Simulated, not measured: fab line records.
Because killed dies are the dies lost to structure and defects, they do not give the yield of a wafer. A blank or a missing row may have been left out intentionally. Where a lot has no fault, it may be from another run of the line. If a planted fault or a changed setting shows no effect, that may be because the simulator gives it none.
The tool behind it: which one?	flow n5 finfet	9 lots with 27 wafers sampled at 5 steps, on a route of 1938 steps

## WHAT THE GAUGES READ, wafer by wafer
N5_BEOL_M4_RC_MEAS_101.
lot	measured	on	DIBL_N (mV/V)	DIBL_P (mV/V)	IOFF_N (nA/um)	IOFF_P (nA/um)	IOFF_P_85C (nA/um)	IOFF_P_LIN (nA/um)	IOFF_P_LONG (nA/um)	ION_N (uA/um)	ION_P (uA/um)	SS_N (mV/dec)	SS_P (mV/dec)	VT_N (mV)	VT_N_LONG (mV)	VT_N_LVT (mV)	VT_P (mV)	VT_P_LONG (mV)	VT_P_LVT (mV)
L205	day 8 02:58	prober-01	37.7 36.9 36.8	38.6 36.7 37.4	0.156 0.151 0.145	0.22 0.20 0.21	3.9 3.6 3.8	0.105 0.100 0.104	0.000101 0.000109 0.0001	647 672 674	451 461 464	72.1 70.9 70.4	73.9 72.5 73.5	252 252 250	274.4 275.6 274.4	101 99 100	-247 -248 -248	-276 -275 -275	-98 -98 -98
L208	day 9 07:14	prober-01	36.3 35.4 36.7	37.7 38.2 37.9	0.161 0.152 0.165	0.19 0.20 0.19	3.3 3.4 3.4	0.092 0.094 0.092	9.8e-05 9.7e-05 9.7e-05	686 674 671	464 463 461	71.5 71.5 71.0	72.9 72.6 73.1	250 252 250	274.2 275.7 276.5	97 98 98	-256 -254 -256	-278 -279 -279	-101 -101 -102
L209	day 9 04:34	prober-01	37.6 37.9 36.8	36.9 37.5 35.5	0.169 0.162 0.147	0.20 0.22 0.18	3.4 3.7 3.1	0.093 0.100 0.088	0.000102 0.000106 0.000108	693 684 675	465 461 462	71.9 71.7 71.4	73.8 74.0 72.9	245 247 251	272.7 271.5 272.8	95 97 99	-252 -249 -254	-276 -277 -276	-99 -98 -100
L212	day 9 12:13	prober-01	33.9 36.2 36.4	31.6 35.5 35.4	0.107 0.157 0.153	0.17 0.23 0.22	3.1 3.9 3.8	0.088 0.108 0.106	0.000115 0.000119 0.000115	652 682 667	459 474 462	70.5 71.4 71.6	72.6 73.2 73.1	255 250 250	275.9 271.6 274.2	105 99 100	-251 -246 -247	-274 -271 -273	-100 -97 -98
L214	day 10 05:30	prober-01	37.8 34.7 33.4	37.2 34.1 32.1	0.143 0.094 0.084	0.11 0.09 0.08	2.2 1.8 1.6	0.053 0.047 0.041	6.7e-05 6.6e-05 7.1e-05	660 641 646	427 425 422	71.8 71.2 70.1	74.4 73.5 72.7	259 262 262	284.7 285.2 282.8	107 114 116	-272 -271 -274	-298 -298 -294	-121 -125 -127
L218	day 11 04:51	prober-01	34.7 34.4 34.0	35.1 34.5 34.9	0.113 0.114 0.108	0.11 0.11 0.12	2.2 2.2 2.2	0.056 0.056 0.057	8.1e-05 8.1e-05 8.5e-05	657 656 657	437 444 435	71.5 71.1 70.3	73.3 73.4 72.9	258 259 256	281.7 277.6 281.2	108 108 107	-266 -269 -269	-287 -293 -288	-116 -115 -115
L224	day 12 19:14	prober-02	36.4 39.3 37.4	33.2 36.0 35.8	0.145 0.208 0.170	0.16 0.19 0.20	2.9 3.4 3.4	0.081 0.092 0.094	9.9e-05 9.9e-05 0.000101	671 659 685	454 443 459	71.8 72.7 71.3	73.0 73.9 73.8	253 249 249	276.3 278.2 276.2	98 95 95	-257 -253 -250	-279 -282 -280	-103 -100 -100
L225	day 13 02:19	prober-01	38.6 37.8 38.0	41.2 39.5 39.9	0.200 0.181 0.183	0.27 0.24 0.25	4.4 4.0 4.3	0.118 0.107 0.114	0.000105 0.0001 0.000105	678 684 682	464 462 472	72.5 71.2 72.0	74.2 73.9 74.1	245 247 250	273.8 273.1 272.8	96 95 96	-247 -249 -247	-273 -272 -275	-97 -99 -97
L227	day 13 22:43	prober-02	34.5 35.1 35.3	34.1 35.6 35.2	0.145 0.163 0.164	0.19 0.21 0.21	3.4 3.7 3.6	0.098 0.107 0.104	0.000107 0.000109 0.000109	673 687 692	471 470 469	70.7 70.5 70.9	72.4 72.9 72.9	249 246 247	272.6 270.6 274.1	99 97 97	-249 -247 -247	-271 -273 -274	-99 -97 -99

## TOOL THAT RAN EACH LOT (tool first, then ch and the chambers of the sampled wafers, then the start)
lot	N5_HKMG_FIN_HK_ANNEAL_02	N5_HKMG_FIN_STRIP_93	N5_HKMG_FIN_ALD_79	N5_HKMG_FIN_PWFM_ALD_03
L205	rtp anneal-01 ch 0, day 4 10:50	rie diel-03 ch 0,2, day 4 12:25	ald metal-03 ch 0,1,3, day 4 13:03	ald metal-02 ch 1,3, day 4 14:08
L208	rtp anneal-02 ch 0, day 5 00:25	rie diel-05 ch 0,2,3, day 5 02:13	ald metal-03 ch 0,3, day 5 02:54	ald metal-01 ch 1,3, day 5 04:07
L209	rtp anneal-02 ch 0, day 5 07:54	rie diel-03 ch 0,1,2, day 5 09:27	ald metal-03 ch 2,3, day 5 10:06	ald metal-03 ch 0,2, day 5 11:10
L212	rtp anneal-01 ch 0, day 6 01:08	rie diel-03 ch 0,2,3, day 6 02:42	ald metal-03 ch 1,3, day 6 03:20	ald metal-01 ch 2,3, day 6 04:25
L214	rtp anneal-02 ch 0, day 6 12:46	rie diel-03 ch 0,2,3, day 6 15:07	ald metal-03 ch 0,1,2, day 6 15:46	ald metal-02 ch 0,1,2, day 6 16:52
L218	rtp anneal-01 ch 0, day 7 12:19	rie diel-03 ch 0,2,3, day 7 13:52	ald metal-03 ch 1,2, day 7 14:31	ald metal-03 ch 0,1,3, day 7 15:35
L224	rtp anneal-01 ch 0, day 9 03:37	rie diel-06 ch 0,1,3, day 9 05:01	ald metal-01 ch 1,2, day 9 05:39	ald metal-03 ch 0,1, day 9 07:02
L225	rtp anneal-01 ch 0, day 9 04:56	rie diel-05 ch 2,3, day 9 06:33	ald metal-02 ch 0,1,2, day 9 07:11	ald metal-03 ch 1,2,3, day 9 08:16
L227	rtp anneal-01 ch 0, day 9 16:13	rie diel-03 ch 1,2,3, day 9 17:53	ald metal-02 ch 0,1,2, day 9 18:32	ald metal-02 ch 0,1, day 9 19:45
- N5_HKMG_FIN_HK_ANNEAL_02: time 30 s.
- N5_HKMG_FIN_STRIP_93: strips SOC in N2/H2, time 20 s.
- N5_HKMG_FIN_ALD_79: deposits TiN, target thk 1.5 nm, pulse time 1 s, purge time 3 s.
- N5_HKMG_FIN_PWFM_ALD_03: deposits TiN, target thk 2 nm, pulse time 1 s, purge time 3 s.

## WHAT THE TOOLS THEMSELVES READ (means of the sampled wafers that have a number; where no wafer has one, the mark that the record gives instead)
N5_HKMG_FIN_HK_ANNEAL_02.
lot	tool	lamp power pct (%)	lamp_zone_4_pct (%)	lamp_zone_6_pct (%)	wafer_temp_C_max
L205	rtp anneal-01	8.80	8.797	8.726	702.7
L208	rtp anneal-02	8.81	8.798	8.726	702.1
L209	rtp anneal-02	8.82	8.782	8.728	703.0
L212	rtp anneal-01	8.79	8.792	8.729	701.9
L214	rtp anneal-02	8.76	8.786	8.722	703.6
L218	rtp anneal-01	8.82	8.796	8.734	703.0
L224	rtp anneal-01	8.85	8.797	8.718	702.8
L225	rtp anneal-01	8.73	8.804	8.723	702.5
L227	rtp anneal-01	8.88	8.796	8.721	702.6

N5_HKMG_FIN_STRIP_93.
lot	tool	drypump motor current A (A)	h2 flow sccm (sccm)	oes product au (a.u.)	rf vpp V (V)	showerhead plenum p Torr (Torr)	throttle valve pct (%)
L205	rie diel-03	6.2	299.4	0.81	53.7	3.25	19.0
L208	rie diel-05	5.5	300.1	0.74	54.0	3.38	19.0
L209	rie diel-03	5.9	300.6	0.76	53.6	3.32	19.2
L212	rie diel-03	5.9	300.4	0.85	53.7	3.26	18.9
L214	rie diel-03	6.0	299.2	0.84	53.5	3.26	18.9
L218	rie diel-03	5.9	300.2	0.82	53.5	3.26	19.0
L224	rie diel-06	5.6	300.1	0.72	54.2	3.33	18.8
L225	rie diel-05	5.4	299.7	0.84	54.1	3.35	19.0
L227	rie diel-03	5.7	300.5	0.85	54.8	3.31	19.2

N5_HKMG_FIN_ALD_79.
lot	tool	heater power w (W)	precursor pulse height rel
L205	ald metal-03	915	0.984
L208	ald metal-03	908	0.985
L209	ald metal-03	929	0.998
L212	ald metal-03	912	1.004
L214	ald metal-03	942	1.003
L218	ald metal-03	938	0.995
L224	ald metal-01	806	0.982
L225	ald metal-02	853	1.016
L227	ald metal-02	849	1.001

N5_HKMG_FIN_PWFM_ALD_03.
lot	tool	heater power w (W)	precursor pulse height rel
L205	ald metal-02	811	0.987
L208	ald metal-01	791	0.999
L209	ald metal-03	969	0.988
L212	ald metal-01	742	0.997
L214	ald metal-02	854	1.005
L218	ald metal-03	910	0.981
L224	ald metal-03	931	0.999
L225	ald metal-03	940	1.005
L227	ald metal-02	867	0.992

## THE ANSWER, worked out from the rows above alone
Rule: usual is defined by the lots themselves. The widest of any qualifying gaps counts: lots, ordered by their means at a reading, are off when they make up no more than a third of the lots, leave a main group of 4 or more, and stand apart from it by 3 or more times the standard deviation of that group's means. A main group is skipped when, at the precision printed for the reading in the tables above, its means are all equal. A lot without any number at a reading at which 4 lots or more have one is off too. Any other lot the step has rows for is counted as sound. The gauges are gone through in route order, then the tools' own readings, and for those a lot's mean is taken as printed above. The first step at which some lot is off is used, and at that step the reading that is off furthest; a lot without a number counts as furthest.
Off: L214, L218, at N5_BEOL_M4_RC_MEAS_101 (VT_P_LVT). The main group: mean -99 mV, standard deviation 1.4.
If a tool, at a process step before that reading, ran all the lots that are off and no sound lot after the first of them, it fits. Gauges at N5_BEOL_M4_RC_MEAS_101: tried the same way as those tools. One fits: N5_HKMG_FIN_ALD_79 on ald metal-03. Its last sound lot is L212 (day 6 03:20), its first lot that is off L214 (day 6 15:46): a fault that began between those two fits.

## WHAT THE SIMULATOR HAD PUT IN
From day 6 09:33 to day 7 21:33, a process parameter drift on ald metal-03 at N5_HKMG_FIN_ALD_79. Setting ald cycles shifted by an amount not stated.
Lots struck among those shown: L214, L218. Same finding as the rule above.
